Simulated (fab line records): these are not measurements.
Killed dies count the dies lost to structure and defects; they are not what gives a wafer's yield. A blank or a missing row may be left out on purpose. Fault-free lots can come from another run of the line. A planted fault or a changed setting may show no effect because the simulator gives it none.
fab line records	flow n5-finfet
record: lots: 6	wafers: 16	last-day: 17
route steps=1938 shown BEOL_M4@1089 PASSIVATION@1936
lots untouched by any fault: they come from a run of this same line in which no faults occurred
start-h: hours from the record's opening day to when the first of the lot's shown wafers began	wait-h: hours from the lot's prior step to this one	" repeats the value in the row above	L1.1+2: a row that stands for several wafers	- no value present, or no start provided	* or withheld: withheld	< > ~ a bound
route shown NAME@n: NAME is a module with steps in the file, n the number in the route of the first one	usual: the fault-free wafers' mean and standard deviation	same: alike in all rows	chamber/n: place in a boat	sites: per-site readings	_std_site: the values' standard deviation	_edge_site: inner sites' mean taken away from outer sites' mean	radius-mm: how far each site lies from the wafer's centre	mask NAME#n: copy n	behind: the last tool/chamber to shape the wafer	hold: what put the lot on hold/how long, in hours/how the hold closed	device: names the non-switching transistor (n, p or np)	end of line: the tests these same wafers got at the end of their route	a step without rows: its recipe alone	killed: dies that structure and defects cost at the first sort, which is not the same as the wafer's yield	map: per-die view of a wafer (x killed, . not killed, _ where there is no die)
set.NAME: the setting as run; set.NAME@STEP: as run at that earlier step	model.NAME: the simulator's own value behind a step, which no gauge read
lots seen at some steps along the route; tables by step, rows by wafer
services: when a tool's chamber went out of use (start-h, in hours from the record's first day, below 0 if earlier), for how many hours, and the reason
== steps ==
step: N5_BEOL_M4_ANNEAL_82
recipe: temp-c: 400	time-s: 240	ambient: vacuum
step: N5_BEOL_M4_SPUTTER_86
recipe: material: Cu	target-thk-a: 45	temp-c: -20	chamber-pressure-pa: 0.07	power-w: withheld	time-s: 8.29
step: N5_BEOL_M4_ANNEAL_87
recipe: temp-c: 400	time-s: 240	ambient: vacuum
step: N5_BEOL_M4_SPUTTER_88
recipe: material: Cu	target-thk-a: 45	temp-c: -20	chamber-pressure-pa: 0.07	power-w: withheld	time-s: 8.29
usual: susceptor-temp-C: -19.99/0.11	throttle-valve-pct: 29.4/1.2
lot.wafer	tool	chamber	start-h	wait-h	susceptor-temp-C	throttle-valve-pct
L779.1	pvd-sputter-02	-	177.95	0.1	-19.85	30.3
L779.4	"	-	"	"	-19.82	30.9
L779.5	"	-	"	"	-20.08	30.2
L781.2	pvd-sputter-03	-	179.64	0.1	-20.06	29.4
L781.3	"	-	"	"	-20.05	27.4
L781.6	"	-	"	"	-20.01	29.3
L788.3	pvd-sputter-02	-	216.13	0.1	-19.95	30.7
L788.4	"	-	"	"	-19.86	28.2
L788.5	"	-	"	"	-20.05	31.0
L791.1	pvd-sputter-01	-	244.90	0.1	-20.06	29.9
L791.2	"	-	"	"	-19.97	30.2
L791.6	"	-	"	"	-19.96	27.3
L798.2	pvd-sputter-01	-	294.76	0.1	-20.11	27.5
L798.4	"	-	"	"	-20.08	29.8
L799.2	pvd-sputter-01	-	300.41	0.1	-19.78	30.1
L799.5	"	-	"	"	-20.05	30.6
step: N5_BEOL_M4_ANNEAL_89
recipe: temp-c: 400	time-s: 240	ambient: vacuum
usual: heater-power-w: 839/76	susceptor-temp-C: 400.03/0.22
lot.wafer	tool	chamber	start-h	wait-h	heater-power-w	susceptor-temp-C
L779.1	pvd-sputter-02	-	178.03	0.0	1042	399.90
L779.4	"	-	"	"	879	400.30
L779.5	"	-	"	"	1008	400.18
L781.2	pvd-sputter-03	-	179.72	0.0	907	400.05
L781.3	"	-	"	"	687	400.16
L781.6	"	-	"	"	894	399.96
L788.3	pvd-sputter-02	-	216.21	0.0	880	399.89
L788.4	"	-	"	"	806	400.14
L788.5	"	-	"	"	898	399.73
L791.1	pvd-sputter-01	-	244.98	0.0	791	399.74
L791.2	"	-	"	"	791	400.41
L791.6	"	-	"	"	771	400.26
L798.2	pvd-sputter-01	-	294.84	0.0	791	400.30
L798.4	"	-	"	"	890	400.21
L799.2	pvd-sputter-01	-	300.49	0.0	783	400.14
L799.5	"	-	"	"	782	399.74
step: N5_BEOL_M4_SPUTTER_90
recipe: material: Cu	target-thk-a: 45	temp-c: -20	chamber-pressure-pa: 0.07	power-w: withheld	time-s: 8.29
step: N5_BEOL_M4_ANNEAL_91
recipe: temp-c: 400	time-s: 240	ambient: vacuum
step: N5_BEOL_M4_SPUTTER_92
recipe: material: Cu	target-thk-a: 45	temp-c: -20	chamber-pressure-pa: 0.07	power-w: withheld	time-s: 8.29
usual: susceptor-temp-C: -20.01/0.11	throttle-valve-pct: 29.4/1.2
lot.wafer	tool	chamber	start-h	wait-h	susceptor-temp-C	throttle-valve-pct
L779.1	pvd-sputter-02	-	178.39	0.1	-19.77	30.4
L779.4	"	-	"	"	-20.00	31.0
L779.5	"	-	"	"	-19.81	30.6
L781.2	pvd-sputter-03	-	180.08	0.1	-20.13	29.1
L781.3	"	-	"	"	-20.02	27.5
L781.6	"	-	"	"	-20.21	29.3
L788.3	pvd-sputter-02	-	216.57	0.1	-19.86	31.1
L788.4	"	-	"	"	-20.06	27.7
L788.5	"	-	"	"	-20.12	31.0
L791.1	pvd-sputter-01	-	245.34	0.1	-19.92	29.9
L791.2	"	-	"	"	-19.89	30.4
L791.6	"	-	"	"	-19.99	27.3
L798.2	pvd-sputter-01	-	295.20	0.1	-19.86	27.3
L798.4	"	-	"	"	-20.14	29.5
L799.2	pvd-sputter-01	-	300.85	0.1	-20.04	29.8
L799.5	"	-	"	"	-20.07	30.5
step: N5_BEOL_M4_ANNEAL_93
recipe: temp-c: 400	time-s: 240	ambient: vacuum
step: N5_BEOL_M4_SPUTTER_94
recipe: material: Cu	target-thk-a: 45	temp-c: -20	chamber-pressure-pa: 0.07	power-w: withheld	time-s: 8.29
step: N5_BEOL_M4_ANNEAL_95
recipe: temp-c: 400	time-s: 240	ambient: vacuum
step: N5_BEOL_M4_SPUTTER_96
recipe: material: Cu	target-thk-a: 45	temp-c: -20	chamber-pressure-pa: 0.07	power-w: withheld	time-s: 8.29
usual: susceptor-temp-C: -20.01/0.1	throttle-valve-pct: 29.4/1.2
lot.wafer	tool	chamber	start-h	wait-h	susceptor-temp-C	throttle-valve-pct
L779.1	pvd-sputter-02	-	178.83	0.1	-20.08	30.6
L779.4	"	-	"	"	-19.92	30.8
L779.5	"	-	"	"	-19.88	30.4
L781.2	pvd-sputter-03	-	180.52	0.1	-19.93	29.3
L781.3	"	-	"	"	-20.15	27.5
L781.6	"	-	"	"	-19.86	29.1
L788.3	pvd-sputter-02	-	217.01	0.1	-20.11	30.9
L788.4	"	-	"	"	-19.97	28.1
L788.5	"	-	"	"	-20.03	31.0
L791.1	pvd-sputter-01	-	245.78	0.1	-20.15	29.9
L791.2	"	-	"	"	-20.03	30.3
L791.6	"	-	"	"	-19.91	27.2
L798.2	pvd-sputter-01	-	295.64	0.1	-19.94	27.3
L798.4	"	-	"	"	-20.15	29.3
L799.2	pvd-sputter-01	-	301.29	0.1	-19.90	29.8
L799.5	"	-	"	"	-20.06	30.3
step: N5_BEOL_M4_ECD_50
recipe: material: Cu	target-thk-a: 3000
lot.wafer	tool	chamber	start-h	wait-h	model.Cu_of_BEOL_M4_ECD_50.thk-nm
L779.1	ecd-cu-01	0	178.96	0.1	299
L779.4	"	1	"	"	296.2
L779.5	"	0	"	"	299.6
L781.2	ecd-cu-02	0	180.63	0.1	298
L781.3	"	0	"	"	297
L781.6	"	1	"	"	297.6
L788.3	ecd-cu-01	0	217.15	0.1	296
L788.4	"	1	"	"	299.4
L788.5	"	0	"	"	298.2
L791.1	ecd-cu-02	0	245.90	0.1	299.8
L791.2	"	1	"	"	299.2
L791.6	"	0	"	"	301
L798.2	ecd-cu-02	1	295.75	0.1	153.8
L798.4	"	0	"	"	301.2
L799.2	ecd-cu-02	1	301.41	0.1	147.6
L799.5	"	0	"	"	294
step: N5_BEOL_M4_ANNEAL_51
recipe: temp-c: 225	time-s: 90	ambient: N2
usual: wafer_temp_C_max: 226.4/0.33
lot.wafer	tool	chamber	start-h	wait-h	wafer_temp_C_max
L779.1	rtp-anneal-02	0	179.04	0.1	226.4
L779.4	"	0	"	"	227.0
L779.5	"	0	"	"	226.7
L781.2	rtp-anneal-02	0	180.76	0.1	227.2
L781.3	"	0	"	"	227.1
L781.6	"	0	"	"	226.5
L788.3	rtp-anneal-02	0	217.30	0.1	226.5
L788.4	"	0	"	"	226.7
L788.5	"	0	"	"	226.5
L791.1	rtp-anneal-01	0	245.98	0.1	226.0
L791.2	"	0	"	"	226.0
L791.6	"	0	"	"	226.3
L798.2	rtp-anneal-01	0	295.89	0.1	226.3
L798.4	"	0	"	"	226.9
L799.2	rtp-anneal-01	0	301.53	0.1	226.1
L799.5	"	0	"	"	226.1
step: N5_BEOL_M4_CMP_52
recipe: stop-on: SiOC	t-overpolish-s: 6.8	down-force-psi: 1	platen-rpm: 50	clearing-platen-down-force-psi: 1.5	clearing-platen-rpm: 50	post-cmp-clean: cu-alkaline	target-thk-nm: 40	clearing-platen-pad-velocity-m-s: 0.99484	pad-velocity-m-s: 0.99484
usual: clearing-platen-down-force-psi: 1.500/0.0032	edge-zone-pressure-frac: 1.001/0.005	motor-current-A: 5.9/0.6	time-to-endpoint-s: 63/4
lot.wafer	tool	chamber	start-h	wait-h	clearing-platen-down-force-psi	edge-zone-pressure-frac	motor-current-A	time-to-endpoint-s
L779.1	cmp-01	2	179.34	0.3	1.503	1.002	6.0	64
L779.4	"	0	"	"	1.496	1.007	6.6	63
L779.5	"	3	"	"	1.499	0.994	5.9	59
L781.3	cmp-02	0	181.05	0.2	1.505	0.995	6.6	64
L781.2	"	1	"	"	1.497	1.000	6.7	63
L781.6	"	0	"	"	1.501	1.008	6.4	63
L788.3	cmp-01	0	217.67	0.3	1.500	1.004	6.9	64
L788.4	"	2	"	"	1.502	0.998	6.3	60
L788.5	"	0	"	"	1.502	0.997	6.7	66
L791.1	cmp-03	0	246.35	0.3	1.506	1.007	5.2	57
L791.2	"	1	"	"	1.495	1.005	5.4	66
L791.6	"	3	"	"	1.497	0.997	5.9	67
L798.4	cmp-03	3	296.14	0.1	1.496	1.003	5.9	70
L798.2	"	1	"	"	1.496	1.004	5.3	36
L799.2	cmp-03	0	301.78	0.2	1.501	1.001	5.2	30
L799.5	"	1	"	"	1.502	1.005	5.5	66
step: N5_BEOL_M4_THK_MEAS_53
recipe: thk-meas-gauge: xrf	reads: Cu_of_BEOL_M4_ECD_50
usual: M4_THK: 40.8/1.4
lot.wafer	tool	chamber	start-h	wait-h	M4_THK[nm]
L779.1	film-metro-01	-	179.63	-	38.2
L779.4	"	-	"	"	41.0
L779.5	"	-	"	"	40.2
L781.2	film-metro-01	-	181.31	-	40.4
L781.3	"	-	"	"	41.2
L781.6	"	-	"	"	40.0
L788.3	film-metro-02	-	217.92	-	40.5
L788.4	"	-	"	"	39.5
L788.5	"	-	"	"	40.2
L791.1	film-metro-01	-	246.57	-	39.8
L791.2	"	-	"	"	41.7
L791.6	"	-	"	"	42.0
L798.2	film-metro-01	-	296.44	-	42.4
L798.4	"	-	"	"	42.5
L799.2	film-metro-01	-	302.08	-	40.4
L799.5	"	-	"	"	41.2
step: N5_BEOL_M4_RC_MEAS_101
usual: DIBL_N: 36.4/1.7	DIBL_P: 36.4/2.1	IOFF_N: 0.16/0.035	IOFF_P: 0.21/0.035	ION_N: 680/11	ION_P: 465/6.8	SS_N: 71.5/0.58	SS_P: 73.2/0.72	VT_N: 249/3.6	VT_P: -250/3.1
lot.wafer	tool	chamber	start-h	wait-h	DIBL_N[mV/V]	DIBL_P[mV/V]	IOFF_N[nA/um]	IOFF_P[nA/um]	ION_N[uA/um]	ION_P[uA/um]	SS_N[mV/dec]	SS_P[mV/dec]	VT_N[mV]	VT_P[mV]
L779.1	prober-02	0	179.95	0.0	36.9	33.9	0.14	0.15	669	454	71.6	73.0	252	-256
L779.4	"	0	"	"	37.0	34.7	0.13	0.17	674	463	71.0	72.5	253	-257
L779.5	"	0	"	"	36.3	34.0	0.13	0.16	675	455	71.1	73.0	253	-254
L781.2	prober-01	0	181.77	0.2	35.2	36.4	0.15	0.22	673	459	71.3	73.8	250	-253
L781.3	"	0	"	"	37.7	38.3	0.21	0.26	691	470	72.4	74.5	245	-249
L781.6	"	0	"	"	37.4	38.8	0.19	0.26	680	462	72.1	73.9	246	-250
L788.3	prober-02	0	218.54	0.3	38.2	38.6	0.18	0.22	677	457	72.4	73.4	249	-249
L788.4	"	0	"	"	38.6	40.2	0.20	0.25	690	474	72.3	74.0	245	-248
L788.5	"	0	"	"	37.3	37.8	0.16	0.21	680	465	71.6	73.6	254	-251
L791.1	prober-01	0	246.88	0.0	36.6	34.3	0.16	0.19	675	454	72.0	72.0	248	-251
L791.2	"	0	"	"	36.8	35.1	0.15	0.19	670	458	72.0	73.1	249	-253
L791.6	"	0	"	"	36.4	35.7	0.15	0.20	682	464	71.4	72.7	249	-248
L798.2	prober-01	0	296.90	0.2	40.0	37.8	0.22	0.26	697	471	72.5	74.2	245	-247
L798.4	"	0	"	"	36.0	32.5	0.14	0.18	663	458	71.5	72.3	251	-254
L799.2	prober-01	0	302.55	0.2	37.1	37.9	0.21	0.21	674	452	72.1	74.1	248	-253
L799.5	"	0	"	"	35.4	36.5	0.18	0.19	690	466	71.6	73.5	248	-254
step: N5_PASSIVATION_PROBE_49
usual: defect-limited-yield: 91.3/1.4	killed_at_M0_to_M3: 36/11	killed_at_M4_up: 13/5.2	killed-at-contacts: 13/6.5	killed-at-front-end: 37/11	killed-at-other: 3.6/2.9	killed-dies: 103/17	killed-on-rim: 13/3.6	killed-open: 68/12	killed-short: 33/7.3	sort_bin_5_function: 5.2/0.91	sort_bin_6_memory: 3.2/0.67	sort-n-pass: 1077/17	sort-yield-pct: 91.3/1.4
same: gross-dies: 1180	killed-at-back-side: 0	sort_bin_4_leakage[%]: 0	sort_bin_8_speed[%]: 0
lot.wafer	tool	chamber	start-h	wait-h	defect-limited-yield[%]	killed_at_M0_to_M3	killed_at_M4_up	killed-at-contacts	killed-at-front-end	killed-at-other	killed-dies	killed-on-rim	killed-open	killed-short	sort_bin_5_function[%]	sort_bin_6_memory[%]	sort-n-pass	sort-yield-pct[%]
L798.2	prober-02	-	404.36	0.1	92.7	47	9	11	19	0	86	12	54	30	4.1	3.0	1094	92.7
L799.5	prober-02	-	409.86	0.2	89.7	46	14	18	40	3	121	20	78	39	6.5	3.4	1059	89.7
killed by level:class
L798.2 BEOL_M1:geometric-particle:open=11 MOL_CONTACT_COAG:geometric-particle:open=10 BEOL_M0_SAQP:geometric-particle:open=9 BEOL_M1:geometric-particle:short=7 BEOL_M2:geometric-particle:open=6 BEOL_M3:geometric-particle:open=6 FIN_SAQP:geometric-particle:short=5 BEOL_M0_SAQP:geometric-particle:short=5
L799.5 MOL_CONTACT_COAG:geometric-particle:open=13 BEOL_M0_SAQP:geometric-particle:open=11 BEOL_M1:geometric-particle:open=8 FIN_SAQP:geometric-particle:short=7 GATE_CUT:geometric-particle:short=7 BEOL_M2:geometric-particle:open=7 BEOL_M3:geometric-particle:open=7 GATE_CUT:geometric-particle:open=6
== services ==
tool	chamber	start-h	hours	kind
pvd-sputter-03	-	160.23	10.0	repair
ecd-cu-01	-	185.18	0.7	repair
cmp-02	-	187.17	3.8	repair
ecd-cu-01	-	191.69	1.2	repair
cmp-03	-	202.03	4.7	pm
cmp-03	-	209.37	4.0	pm
cmp-03	-	213.37	-	consumable-replace:conditioner
cmp-03	-	213.37	-	consumable-replace:pad
cmp-02	-	213.67	5.1	repair
cmp-01	-	231.43	2.0	repair
pvd-sputter-02	-	239.55	2.6	repair
ecd-cu-01	-	240.67	0.2	repair
cmp-01	-	245.83	6.2	pm
rtp-anneal-01	-	262.45	4.9	pm
cmp-01	-	279.23	5.3	pm
== key ==
first-sign: step: N5_BEOL_M4_CMP_52	reading: time-to-endpoint-s	direction: down	sigmas: 7.7	usual: *	struck: *
effect none on later readings
model-effect: step: N5_BEOL_M4_ECD_50	value: Cu_of_BEOL_M4_ECD_50.thk-nm	without: 303.5	struck: 150.7
met-at N5_BEOL_M4_ECD_50
struck-wafers L798.2,L799.2
onset-between 245.90 295.75
fault: kind: process-parameter-drift	tool: ecd-cu-02	chamber: -	onset-h: 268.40	steps: N5_BEOL_M4_ECD_50	channel: target-thk-a	offset: *	shape: step	end-h: 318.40	scope: struck-wafers-only	acts-in: *	stated: *
